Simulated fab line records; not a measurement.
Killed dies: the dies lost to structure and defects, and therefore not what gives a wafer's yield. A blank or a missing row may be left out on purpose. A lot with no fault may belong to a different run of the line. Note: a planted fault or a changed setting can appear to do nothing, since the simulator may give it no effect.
Matching of chambers ; flow nand-harc ; NHARC_A_STAIRCASE_ALD_415 on ald-hk-03: 4 sister chambers
The step deposits SiO2, target thk 30 nm, pulse time 6 s, ald cycles 300. 18 wafers are shown with their chamber, then 9 later ones without.

WAFERS, EACH WITH ITS CHAMBER
wafer;chamber;heater-power-w (W);precursor-pulse-height-rel
L077.1;3;401;0.998
L077.5;0;453;1.008
L077.6;1;424;0.985
L081.1;2;448;1.040
L081.2;1;434;0.972
L081.3;0;456;0.979
L084.2;0;460;1.026
L084.3;2;445;1.031
L084.6;1;428;1.010
L085.1;1;436;1.040
L085.4;0;456;1.008
L085.6;2;442;0.992
L086.1;1;441;0.978
L086.2;2;463;1.025
L086.6;0;464;1.025
L091.1;0;468;0.974
L091.4;3;393;0.996
L091.6;1;427;1.002

SIGNATURES, as means of the wafers listed above
reading;chamber 0;chamber 1;chamber 2;chamber 3;scatter within a chamber
heater-power-w;459.50;431.67;449.50;397.00;6.85
precursor-pulse-height-rel;1.00333;0.99783;1.02200;0.99700;0.0223
Rule: for each reading, subtract the chamber's mean from the wafer's reading, divide by that reading's scatter and square the result; add these up over the readings and take the root, which gives the wafer's distance from the chamber. The wafer belongs to the nearest chamber; if the next one is less than 2 further off, it can't be placed. The scatter: the root of (the sum of the squares of (reading less its chamber's mean) over the shown wafers, divided by (wafers less chambers)).

WAFERS WITH NO CHAMBER GIVEN
wafer;heater-power-w (W);precursor-pulse-height-rel
L089.2;439;1.003
L089.3;463;1.010
L089.6;437;0.955
L092.2;461;0.969
L092.3;439;1.016
L092.5;451;1.023
L097.2;455;0.989
L097.3;461;0.992
L097.6;459;0.993

WHICH CHAMBER EACH ONE RAN IN
wafer;from the rows above;in truth
L089.2;can't be placed: 1 or 2 or 0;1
L089.3;can't be placed: 0 or 2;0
L089.6;can't be placed: 1 or 2 or 0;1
L092.2;can't be placed: 0 or 2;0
L092.3;can't be placed: 1 or 2 or 0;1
L092.5;can't be placed: 2 or 0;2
L097.2;can't be placed: 0 or 2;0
L097.3;can't be placed: 0 or 2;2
L097.6;can't be placed: 0 or 2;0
0 of 9 placed correctly. Unplaceable from these rows: 9, with the true chamber sitting among the candidates in 9. Number placed wrongly: 0.
